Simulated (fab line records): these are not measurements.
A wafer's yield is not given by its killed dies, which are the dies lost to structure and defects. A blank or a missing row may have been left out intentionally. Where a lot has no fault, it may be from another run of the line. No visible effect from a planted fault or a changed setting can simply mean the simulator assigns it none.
fab line records	flow nand-harc
[record] lots = 6	wafers = 18	last-day = 32
route steps=1302 shown P_CONTACT@227 P_M0@253 END@1302
lots with no fault: from the same line, run without faults
start-h: start of the lot's first displayed wafer, in hours after the record's first day	wait-h: time in hours since the lot's previous step	" the same as in the row above	L1.1+2: several wafers, shown together as one row	- value missing, or start not given	* or withheld: withheld	< > ~ a bound
route shown NAME@n: names a module that has steps shown in the file, with the first one's number in the route	usual: average and standard deviation across the fault-free wafers	same: alike in all rows	chamber/n: place in a boat	sites: readings site by site	_std_site: how widely they spread, as a standard deviation	_edge_site: outer sites' mean less inner sites'	radius-mm: for every site, how far away it sits from the centre of the wafer	mask NAME#n: copy n	behind: the most recent tool/chamber to have shaped the wafer	hold: what put the lot on hold/how long, in hours/how the hold closed	device: which transistor (n, p or np) failed to switch	end of line: the same wafers' tests at the end of the route	a step without rows: its recipe alone	killed: dies that structure and defects cost at the first sort, which is not the same as the wafer's yield	map: a wafer's dies, x killed, . not, _ none there
set.NAME: the setting that was run; set.NAME@STEP: the one run at that earlier step	model.NAME: the simulator's own value behind a step, which no gauge read
certain route steps with their lots: each step a table, each wafer a row
services: a tool's chamber out of use, with start hour (start-h, from the record's first day; less than 0 if before it), hours out, and reason
[[steps]]
[step NHARC_P_CONTACT_SOFTBAKE_07]
[recipe] temp-c = 105	time-s = 55
[step NHARC_P_CONTACT_EBR_08]
[step NHARC_P_CONTACT_EXPOSE_09]
[recipe] na = 1.35	target-cd-nm = 90	dose-mj = 81.26	mask-id = P_CA
[step NHARC_P_CONTACT_PEB_10]
[recipe] peb-temp-c = 100	peb-time-s = 65
[step NHARC_P_CONTACT_DEVELOP_11]
[recipe] develop-time-s = 35	dev-temp-c = 23
[step NHARC_P_CONTACT_CD_MEAS_12]
[recipe] target-cd-nm = 90	landing-energy-ev = 500
[usual] cd-nm = 90.0/0.64
lot.wafer	tool	chamber	start-h	wait-h	cd-nm
L635.2	cd-sem-01	0	150.36	-	90.7
L635.3	"	0	"	"	90.0
L635.6	"	0	"	"	90.5
L637.1	cd-sem-03	0	175.12	-	90.5
L637.2	"	0	"	"	90.9
L637.3	"	0	"	"	88.8
L639.2	cd-sem-02	0	191.62	-	89.7
L639.3	"	0	"	"	90.1
L639.6	"	0	"	"	89.1
L645.1	cd-sem-03	0	246.88	-	90.4
L645.2	"	0	"	"	90.1
L645.5	"	0	"	"	89.9
L646.1	cd-sem-03	0	264.80	-	90.3
L646.2	"	0	"	"	89.8
L646.3	"	0	"	"	89.7
L652.1	cd-sem-01	0	311.44	-	90.6
L652.2	"	0	"	"	90.7
L652.4	"	0	"	"	89.6
[step NHARC_P_CONTACT_OVL_MEAS_13]
[usual] overlay-x-nm = 0.2/0.63	overlay-y-nm = 0.3/0.65
lot.wafer	tool	chamber	start-h	wait-h	overlay-x-nm	overlay-y-nm
L635.2	overlay-01	-	150.44	-	0.7	-0.2
L635.3	"	-	"	"	0.6	-0.6
L635.6	"	-	"	"	0.5	-0.1
L637.1	overlay-01	-	175.21	-	-0.8	0.2
L637.2	"	-	"	"	-1.1	0.2
L637.3	"	-	"	"	-1.2	0.1
L639.2	overlay-01	-	191.70	-	1.1	1.6
L639.3	"	-	"	"	-0.1	1.5
L639.6	"	-	"	"	0.9	1.2
L645.1	overlay-01	-	246.97	-	0.8	0.0
L645.2	"	-	"	"	0.8	0.1
L645.5	"	-	"	"	1.2	0.1
L646.1	overlay-01	-	264.89	-	0.9	1.2
L646.2	"	-	"	"	1.3	1.2
L646.3	"	-	"	"	1.1	1.6
L652.1	overlay-01	-	311.52	-	0.3	0.9
L652.2	"	-	"	"	0.4	1.2
L652.4	"	-	"	"	0.7	1.0
[step NHARC_P_CONTACT_INSPECT_14]
[usual] raw-defect-count = 3.5/2.1
lot.wafer	tool	chamber	start-h	wait-h	raw-defect-count
L635.2	defect-inspect-02	-	150.48	0.0	2
L635.3	"	-	"	"	2
L635.6	"	-	"	"	2
L637.1	defect-inspect-02	-	175.25	0.0	1
L637.2	"	-	"	"	4
L637.3	"	-	"	"	2
L639.2	defect-inspect-02	-	191.74	0.0	3
L639.3	"	-	"	"	7
L639.6	"	-	"	"	4
L645.1	defect-inspect-01	-	247.01	0.0	5
L645.2	"	-	"	"	6
L645.5	"	-	"	"	6
L646.1	defect-inspect-01	-	264.93	0.0	4
L646.2	"	-	"	"	5
L646.3	"	-	"	"	5
L652.1	defect-inspect-02	-	311.56	0.0	5
L652.2	"	-	"	"	2
L652.4	"	-	"	"	3
[step NHARC_P_CONTACT_DESCUM_17]
[recipe] time-s = 3	o2-flow-sccm = 200	ar-flow-sccm = 0	bias-power-w = 0	chemistry = O2
[step NHARC_P_CONTACT_ETCH_35]
[recipe] target-depth-a = 390	over-etch-frac = 0.3	time-s = 65	ion-energy-ev = 80	cf4-flow-sccm = 150	ar-flow-sccm = 0	rf-w = 300	bias-w = 100	chemistry = CF4
[step NHARC_P_CONTACT_ETCH_36]
[recipe] target-depth-a = 2600	over-etch-frac = 0.25	time-s = 406.25	ion-energy-ev = 200	n2-flow-sccm = 150	h2-flow-sccm = 150	ar-flow-sccm = 0	rf-w = 400	bias-w = 150	chemistry = N2/H2
[step NHARC_P_CONTACT_ETCH_18]
[recipe] target-depth-a = 4810	time-s = 240.5	c4f8-flow-sccm = 20	o2-flow-sccm = 10	ar-flow-sccm = withheld	rf-w = 600	bias-w = 1500	chemistry = C4F8/O2/Ar
[usual] oes-product-au = 0.970/0.013	rf-vpp-V = 977/4.4
lot.wafer	tool	chamber	start-h	wait-h	oes-product-au	rf-hours-counter-h	rf-vpp-V
L635.3	rie-diel-06	3	-	-	0.968	0.4	975
L635.2	"	0	"	"	0.983	0.2	980
L635.6	"	2	"	"	0.960	-	974
L637.1	rie-diel-06	0	-	-	0.971	0.9	979
L637.2	"	2	"	"	0.945	0.9	973
L637.3	"	3	"	"	0.979	1.0	975
L639.2	rie-diel-06	2	-	-	0.947	1.6	975
L639.3	"	3	"	"	0.970	1.7	975
L639.6	"	2	"	"	0.952	-	973
L645.1	rie-diel-06	0	-	-	0.961	3.5	980
L645.2	"	1	"	"	0.958	3.5	976
L645.5	"	0	"	"	0.971	-	980
L646.2	rie-diel-06	1	-	-	0.962	4.6	977
L646.1	"	0	"	"	0.966	4.6	980
L646.3	"	1	"	"	0.951	-	976
L652.4	rie-diel-12	0	-	-	0.978	2.1	985
L652.2	"	1	"	"	0.961	1.5	978
L652.1	"	2	"	"	0.958	2.0	971
[step NHARC_P_CONTACT_STRIP_37]
[recipe] c4f8-flow-sccm = withheld	o2-flow-sccm = 8	ar-flow-sccm = withheld	bias-w = 0	chemistry = C4F8/O2/Ar
lot.wafer	tool	chamber	start-h	wait-h
L635.2+3+6	rie-diel-06	1,3,1	151.22	-
L637.1+3+2	rie-diel-06	1,3,0	175.99	-
L639.3+2+6	rie-diel-06	0,2,1	192.48	-
L645.2+1+5	rie-diel-06	1,0,0	247.88	-
L646.2+1+3	rie-diel-06	1,2,0	266.05	-
L652.1+4+2	rie-diel-12	2,3,0	312.30	-
[step NHARC_P_CONTACT_ETCH_31]
[recipe] target-depth-a = 300	time-s = 85.7	ion-energy-ev = 120	over-etch-frac = 1	ch3f-flow-sccm = 50	o2-flow-sccm = 30	ar-flow-sccm = 200	rf-w = 500	bias-w = 100	chemistry = CH3F/O2
[step NHARC_P_CONTACT_CD_MEAS_19]
[usual] cd-nm = 89.7/1.5
lot.wafer	tool	chamber	start-h	wait-h	cd-nm
L635.2	cd-sem-02	-	151.41	-	89.2
L635.3	"	-	"	"	89.8
L635.6	"	-	"	"	89.3
L637.1	cd-sem-01	-	176.18	-	88.8
L637.2	"	-	"	"	92.1
L637.3	"	-	"	"	88.7
L639.2	cd-sem-01	-	192.67	-	92.2
L639.3	"	-	"	"	91.7
L639.6	"	-	"	"	91.0
L645.1	cd-sem-02	-	248.09	-	90.2
L645.2	"	-	"	"	91.2
L645.5	"	-	"	"	88.5
L646.1	cd-sem-03	-	266.26	-	88.7
L646.2	"	-	"	"	89.2
L646.3	"	-	"	"	88.8
L652.1	cd-sem-03	-	312.49	-	90.3
L652.2	"	-	"	"	89.8
L652.4	"	-	"	"	87.0
[step NHARC_P_CONTACT_STRIP_28]
[recipe] o2-flow-sccm = 500	ar-flow-sccm = 0	bias-w = 0	chemistry = O2
[usual] drypump-motor-current-A = 5.7/0.51	oes-product-au = 1.002/0.011	rf-vpp-V = 57.7/0.96	showerhead-plenum-p-Torr = 3.50/0.13	throttle-valve-pct = 17.037/0.0085
lot.wafer	tool	chamber	start-h	wait-h	drypump-motor-current-A	oes-product-au	rf-hours-counter-h	rf-vpp-V	showerhead-plenum-p-Torr	throttle-valve-pct
L635.3	rie-diel-12	3	151.48	0.1	5.9	0.988	3.3	56.2	3.38	17.042
L635.2	"	0	"	"	5.5	1.000	3.3	58.1	3.71	17.035
L635.6	"	0	"	"	5.5	0.991	-	58.4	3.71	17.057
L637.1	rie-diel-13	2	176.25	0.1	5.0	0.997	0.3	56.3	3.31	17.036
L637.3	"	0	"	"	5.2	1.010	0.3	58.6	3.59	17.045
L637.2	"	1	"	"	6.7	0.996	0.4	58.5	3.58	17.030
L639.2	rie-diel-06	3	192.78	0.1	5.1	1.014	1.8	58.0	3.46	17.038
L639.3	"	0	"	"	6.0	1.019	1.7	56.2	3.57	17.027
L639.6	"	1	"	"	5.2	1.004	-	58.1	3.49	17.051
L645.2	rie-diel-12	0	248.16	0.1	5.5	0.988	8.6	57.5	3.71	17.037
L645.1	"	1	"	"	6.3	0.988	7.2	58.9	3.49	17.046
L645.5	"	1	"	"	6.3	0.989	-	57.5	3.49	17.046
L646.3	rie-diel-12	3	266.35	0.1	5.9	0.990	8.6	58.6	3.38	17.028
L646.2	"	1	"	"	6.3	1.000	8.2	58.5	3.49	17.027
L646.1	"	2	"	"	5.2	0.996	9.0	59.0	3.37	17.048
L652.2	rie-diel-12	3	312.57	0.1	5.9	1.016	2.5	56.3	3.38	17.024
L652.1	"	0	"	"	5.6	1.008	2.3	58.5	3.70	17.041
L652.4	"	1	"	"	6.3	0.988	1.6	58.7	3.49	17.039
[step NHARC_P_CONTACT_STRIP_29]
[recipe] time-s = 1200	temp-c = 72.5	chemistry = post-etch-residue-remover
[step NHARC_P_CONTACT_DEGAS_38]
[recipe] temp-c = 300	time-s = 60
[step NHARC_P_CONTACT_PRE_CLEAN_39]
[recipe] time-s = 19.5	bias-v = 250	gas = Ar
[step NHARC_P_CONTACT_PVD_32]
[recipe] target-thk-a = 50	chamber-pressure-pa = 5	power-w = 5000	substrate-temp-c = 200	time-s = 17.7	material = Ti
[usual] throttle-valve-pct = 29.9/1.2
lot.wafer	tool	chamber	start-h	wait-h	throttle-valve-pct
L635.2	pvd-sputter-01	-	-	-	30.1
L635.3	"	-	"	"	31.6
L635.6	"	-	"	"	30.0
L637.3	pvd-sputter-02	-	-	-	28.5
L637.1	"	-	"	"	32.0
L637.2	"	-	"	"	29.9
L639.2	pvd-sputter-02	-	-	-	28.3
L639.3	"	-	"	"	29.4
L639.6	"	-	"	"	28.4
L645.2	pvd-sputter-01	-	-	-	32.2
L645.1	"	-	"	"	29.7
L645.5	"	-	"	"	32.4
L646.1	pvd-sputter-03	-	-	-	29.7
L646.2	"	-	"	"	28.5
L646.3	"	-	"	"	30.5
L652.4	pvd-sputter-01	-	-	-	32.6
L652.2	"	-	"	"	28.6
L652.1	"	-	"	"	29.3
[step NHARC_P_CONTACT_ALD_22]
[recipe] target-thk-a = 30	pulse-time-s = 1	ald-cycles = 150	temp-c = 450	material = TiN
[usual] heater-power-outer-w = 704/59	heater-power-w = 1107/81	precursor-pulse-height-rel = 1.000/0.02
lot.wafer	tool	chamber	start-h	wait-h	heater-power-outer-w	heater-power-w	precursor-pulse-height-rel
L635.3	ald-metal-02	3	152.40	-	723	1076	0.984
L635.2	"	0	"	"	753	1222	0.999
L635.6	"	1	"	"	784	1153	1.003
L637.2	ald-metal-02	0	177.14	-	760	1230	0.999
L637.3	"	1	"	"	771	1110	0.995
L637.1	"	2	"	"	665	1041	1.000
L639.3	ald-metal-01	0	193.62	-	669	1162	1.019
L639.2	"	2	"	"	629	1079	1.022
L639.6	"	1	"	"	611	998	1.025
L645.1	ald-metal-01	3	249.04	-	735	1136	1.002
L645.2	"	0	"	"	665	1149	1.011
L645.5	"	3	"	"	751	1153	1.003
L646.2	ald-metal-04	0	267.22	-	735	1102	1.049
L646.1	"	1	"	"	781	1246	0.983
L646.3	"	3	"	"	794	1358	0.981
L652.1	ald-metal-02	2	313.45	-	623	997	1.014
L652.4	"	0	"	"	753	1217	1.029
L652.2	"	1	"	"	701	1007	1.003
[step NHARC_P_CONTACT_CVD_23]
[recipe] target-thk-a = 2000	temp-c = 300	pressure-torr = 40	wf6-flow-sccm = 40	h2-flow-sccm = 1600	ar-flow-sccm = 1560	time-s = 557	material = W
[step NHARC_P_CONTACT_CMP_24]
[recipe] t-overpolish-s = 30	target-thk-nm = 200
[usual] motor-current-A = 12.1/1.1	overpolish-run-s = 30.001/0.0096	pad-life-wafers = 196/130	slurry-flow-ml-min = 150.0/0.44	time-to-endpoint-s = 40/3.4
lot.wafer	tool	chamber	start-h	wait-h	motor-current-A	overpolish-run-s	pad-life-wafers	slurry-flow-ml-min	time-to-endpoint-s
L635.3	cmp-02	3	153.21	0.4	14.8	29.993	54	149.5	37
L635.2	"	1	"	"	11.8	29.993	56	149.6	47
L635.6	"	3	"	"	14.7	30.000	-	150.1	39
L637.3	cmp-01	0	177.99	0.3	11.1	30.005	222	149.7	41
L637.2	"	1	"	"	12.3	30.010	223	149.9	42
L637.1	"	3	"	"	13.1	30.002	225	150.0	39
L639.3	cmp-02	2	194.47	0.3	11.5	30.000	210	150.2	38
L639.2	"	1	"	"	12.2	30.004	213	150.4	45
L639.6	"	2	"	"	11.4	30.000	-	150.2	37
L645.1	cmp-01	1	249.93	0.5	12.5	29.996	128	149.8	44
L645.2	"	2	"	"	11.8	30.011	129	150.0	38
L645.5	"	0	"	"	12.1	29.989	-	150.7	45
L646.3	cmp-01	3	268.07	0.4	12.0	29.995	198	150.5	39
L646.2	"	0	"	"	11.7	29.998	199	149.9	41
L646.1	"	1	"	"	12.1	30.004	200	150.2	42
L652.2	cmp-01	2	314.33	0.6	12.1	29.996	409	150.4	36
L652.4	"	3	"	"	12.7	29.985	410	150.1	38
L652.1	"	0	"	"	10.8	30.002	411	149.7	42
[step NHARC_P_CONTACT_SRD_26]
[step NHARC_P_M0_DEP_00]
[recipe] target-thk-a = 1500	target-thk-nm = 150	temp-c = withheld	pressure-torr = 5	flow-sccm = 200	rf-w = 600	material = SiOC
[step NHARC_P_M0_DEHYDRATE_01]
[recipe] temp-c = 150	time-s = 120
[step NHARC_P_M0_HMDS_02]
[recipe] time-s = 30
[step NHARC_P_M0_COAT_33]
[recipe] temp-c = 200	time-s = 65
[step NHARC_P_M0_COAT_03]
[recipe] spin-rpm = 1500	resist-thk-nm = 90
[step NHARC_P_M0_SOFTBAKE_04]
[recipe] temp-c = 105	time-s = 55
[step NHARC_P_M0_EBR_05]
[step NHARC_P_M0_EXPOSE_06]
[recipe] na = 1.35	target-cd-nm = 90	dose-mj = 81.28	mask-id = P_M0
[step NHARC_P_M0_PEB_07]
[recipe] peb-temp-c = 100	peb-time-s = 65
[step NHARC_P_M0_DEVELOP_08]
[recipe] develop-time-s = 35	dev-temp-c = 23
[step NHARC_P_M0_CD_MEAS_09]
[recipe] target-cd-nm = 90	landing-energy-ev = 500
[usual] cd-nm = 90.2/0.73
lot.wafer	tool	chamber	start-h	wait-h	cd-nm
L635.2	cd-sem-02	0	154.39	-	89.4
L635.3	"	0	"	"	89.2
L635.6	"	0	"	"	90.6
L637.1	cd-sem-02	0	179.30	-	90.9
L637.2	"	0	"	"	90.7
L637.3	"	0	"	"	91.3
L639.2	cd-sem-03	0	195.78	-	90.1
L639.3	"	0	"	"	90.0
L639.6	"	0	"	"	90.2
L645.1	cd-sem-03	0	251.06	-	89.3
L645.2	"	0	"	"	89.9
L645.5	"	0	"	"	89.1
L646.1	cd-sem-03	0	269.25	-	88.7
L646.2	"	0	"	"	89.5
L646.3	"	0	"	"	89.0
L652.1	cd-sem-02	0	315.61	-	89.3
L652.2	"	0	"	"	89.5
L652.4	"	0	"	"	90.1
[step NHARC_P_M0_OVL_MEAS_10]
[recipe] pitch-nm = 180
[usual] overlay-x-nm = 0.1/0.77	overlay-y-nm = 0.1/0.96
lot.wafer	tool	chamber	start-h	wait-h	overlay-x-nm	overlay-y-nm
L635.2	overlay-02	-	154.47	-	0.3	-0.4
L635.3	"	-	"	"	0.0	-0.2
L635.6	"	-	"	"	0.5	-0.2
L637.1	overlay-02	-	179.38	-	0.6	0.0
L637.2	"	-	"	"	0.0	0.1
L637.3	"	-	"	"	0.5	-0.1
L639.2	overlay-01	-	195.86	-	-0.6	0.6
L639.3	"	-	"	"	-1.2	0.4
L639.6	"	-	"	"	-0.9	-0.5
L645.1	overlay-01	-	251.15	-	0.7	0.3
L645.2	"	-	"	"	0.5	0.0
L645.5	"	-	"	"	-0.1	0.4
L646.1	overlay-02	-	269.34	-	0.9	0.6
L646.2	"	-	"	"	0.6	0.7
L646.3	"	-	"	"	0.8	0.3
L652.1	overlay-02	-	315.69	-	-0.1	-0.4
L652.2	"	-	"	"	0.3	-0.4
L652.4	"	-	"	"	0.1	-1.0
[step NHARC_P_M0_DESCUM_14]
[recipe] time-s = 3	o2-flow-sccm = 200	ar-flow-sccm = 0	bias-power-w = 0	chemistry = O2
[step NHARC_P_M0_ETCH_34]
[recipe] target-depth-a = 400	overetch-a = 120	time-s = 43.94	ion-energy-ev = 200	n2-flow-sccm = 150	h2-flow-sccm = 150	ar-flow-sccm = 0	rf-w = 400	bias-w = 150	chemistry = N2/H2
[step NHARC_P_M0_ETCH_15]
[recipe] target-depth-a = 1500	overetch-a = 150	time-s = 82.5	c4f8-flow-sccm = withheld	ar-flow-sccm = 400	rf-w = 600	bias-w = 300	chemistry = C4F8/Ar
[step NHARC_END_SORT_01]
[recipe] temp-c = 25
[usual] killed-at-array = 57/20	killed-at-other = 1.0/1.5	killed-at-periphery = 3.5/2.5	killed-dies = 62/21	killed-open = 3.5/1.9	killed-short = 2.4/1.6
[same] gross-dies = 677
lot.wafer	tool	chamber	start-h	wait-h	killed-at-array	killed-at-other	killed-at-periphery	killed-dies	killed-open	killed-short
L645.1	prober-01	0	692.51	2.5	57	1	77	135	4	6
L645.2	prober-01	0	693.32	2.8	49	1	76	126	0	1
L645.5	prober-01	0	695.74	3.7	55	1	88	144	1	0
L646.1	prober-02	0	703.80	2.5	67	1	42	110	4	1
L646.2	prober-02	0	704.61	2.8	73	2	74	149	5	2
L646.3	prober-02	0	705.41	3.1	65	1	74	140	2	4
// killed by level:class
L645.1 P_CONTACT:unspecified=74 A_SLIT:chamber-film-flake=26 A_CHANNEL_HOLE_D2:chamber-film-flake=13 A_CHANNEL_HOLE_D1:chamber-film-flake=4 A_CONTACT:chamber-film-flake=4 P_GATE:geometric-particle:short=1 P_CONTACT:geometric-particle:open=1 A_ONON_D1:geometric-particle:open=1
L645.2 P_CONTACT:unspecified=70 A_SLIT:chamber-film-flake=18 A_CHANNEL_HOLE_D1:chamber-film-flake=11 A_CHANNEL_HOLE_D2:chamber-film-flake=11 P_GATE:chamber-film-flake=5 A_CONTACT:chamber-film-flake=5 A_STAIRCASE:chamber-film-flake=2 A_WL_FILL:geometric-particle:short=1
L645.5 P_CONTACT:unspecified=85 A_SLIT:chamber-film-flake=26 A_CHANNEL_HOLE_D2:chamber-film-flake=14 A_CHANNEL_HOLE_D1:chamber-film-flake=5 A_STAIRCASE:chamber-film-flake=4 A_CONTACT:chamber-film-flake=4 P_GATE:chamber-film-flake=2 STARTING-WAFER:geometric-particle:open=1
L646.1 P_CONTACT:unspecified=38 A_SLIT:chamber-film-flake=32 A_CHANNEL_HOLE_D2:chamber-film-flake=20 A_CHANNEL_HOLE_D1:chamber-film-flake=6 A_CONTACT:chamber-film-flake=4 P_GATE:chamber-film-flake=2 P_CONTACT:geometric-particle:open=1 P_M2:geometric-particle:open=1
L646.2 P_CONTACT:unspecified=72 A_SLIT:chamber-film-flake=37 A_CHANNEL_HOLE_D2:chamber-film-flake=12 A_CHANNEL_HOLE_D1:chamber-film-flake=8 A_CONTACT:chamber-film-flake=5 THIN_TSV:chamber-film-flake=2 P_M1:geometric-particle:open=1 A_ONON_D1:geometric-particle:open=1
L646.3 P_CONTACT:unspecified=71 A_SLIT:chamber-film-flake=25 A_CHANNEL_HOLE_D2:chamber-film-flake=15 A_CHANNEL_HOLE_D1:chamber-film-flake=7 A_CONTACT:chamber-film-flake=6 A_STAIRCASE:chamber-film-flake=4 A_CHANNEL_FILL_D2:chamber-film-flake=2 A_BONDPAD:chamber-film-flake=2
// map L645.5 (x killed, . not)
____________.____________
_________......._________
_______.x........._______
______.xx..........______
_____.xxxxx........._____
____..xxx.x..........____
____.xxxxxxx.........____
___.xxxxxxxxx.........___
___xxxxxxxxx..........___
__..xxxxxxxx...........__
__..xxxxxxxx...........__
_...xxxxxxx............._
_...xxxxxxxx............_
_...xxxxxxxx............_
_...xxxxxx.............._
_....xxxx..............._
........x................
.x......x................
............x............
.....x......x............
........xxx.xxx..........
_.....x...x.xxx........._
_x.......xxxxx.........._
_.........xxxx.x........_
_...x.....xxxxx........._
_..x..x...xxxx.x........_
__........x.xxx........__
__x........xxx.........__
___........x.xx.......___
___..........x........___
____x................____
____x....x...........____
_____..............._____
______.............______
_______.....x...x._______
_________......._________
____________.____________
// map L646.2 (x killed, . not)
____________.____________
_________......._________
_______..........._______
______x.....x......______
_____x.............._____
____.................____
____.............x...____
___................xxx___
___..x............x.xx___
__...............x.xxxx__
__................xxxxx__
_..............x.xxxxxxx_
_...............xxxxxxxx_
_................xxxxxxx_
_...............xxxxxxxx_
_................xxxxxxx_
.........x.......xxxxxxx.
..................xxxxxx.
.x..........xx....xxx....
.xxxxx.....x......x...x..
x...xx...................
_..x.........xx........._
_x...xx...xxx........xx._
_xxxxxxx...xx.x......x.._
_xxxxxx....xxxx........._
_x.xx.x..x...x.x..x....._
__xxxxx...xxx........x.__
__xxxx...x.............__
___........x..........___
___......x............___
____.................____
____................x____
_____..............._____
______.............______
_______..x........_______
_________......x_________
____________.____________
[[services]]
tool	chamber	start-h	hours	kind
rie-diel-06	-	130.20	9.0	pm
cmp-02	-	135.95	4.0	pm
rie-diel-13	-	165.00	9.0	pm
rie-diel-06	2	169.34	2.5	repair
ald-metal-01	-	170.00	10.0	pm
pvd-sputter-03	-	170.01	10.0	pm
cmp-02	-	179.38	1.3	repair
cmp-02	-	181.14	1.7	repair
rie-diel-12	-	186.01	0.2	repair
cmp-02	-	186.85	2.1	repair
ald-metal-02	-	190.41	1.5	repair
cmp-02	-	191.28	0.4	repair
cmp-01	-	216.82	4.0	pm
rie-diel-06	3	220.49	91.7	repair
pvd-sputter-01	-	221.51	3.1	repair
pvd-sputter-01	-	226.00	10.0	pm
cmp-02	-	233.95	4.0	pm
ald-metal-02	-	254.00	10.0	pm
rie-diel-06	2	261.20	4.6	repair
rie-diel-12	-	268.40	9.0	pm
pvd-sputter-02	-	282.14	10.0	pm
ald-metal-02	0	284.11	26.6	repair
rie-diel-12	1	287.32	1.9	repair
rie-diel-06	-	307.20	9.0	pm
[[key]]
[first-sign] step = NHARC_END_SORT_01	reading = killed-at-periphery	direction = up	sigmas = 28	usual = 3.5	struck = 71.8
[effect] step = NHARC_END_SORT_01	reading = killed-dies	direction = up	sigmas = 3.4	usual = 62	struck = 134	wafers-moved = 5
[more-kills-born-at] NHARC_P_CONTACT_STRIP_37@rie-diel-06 = 408
met-at NHARC_P_CONTACT_STRIP_37
struck-wafers L645.1,L645.2,L645.5,L646.1,L646.2,L646.3
tester-left-out L645,L646
onset-between 192.48 247.88
also-fits NHARC_P_CONTACT_ETCH_18:rie-diel-06
[fault] kind = chamber-particle-source	tool = rie-diel-06	chamber = -	onset-h = 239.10	steps = NHARC_P_CONTACT_STRIP_37	rate-per-visit-cm2 = 0.59191	end-h = 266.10
// tester-left-out: of these lots the tester's yield and bins aren't shown, on N5 and GAA mostly nor the transistor test; their killed dies are dies lost to structure and defects alone, not to doping, threshold or leakage, so they don't give the yield
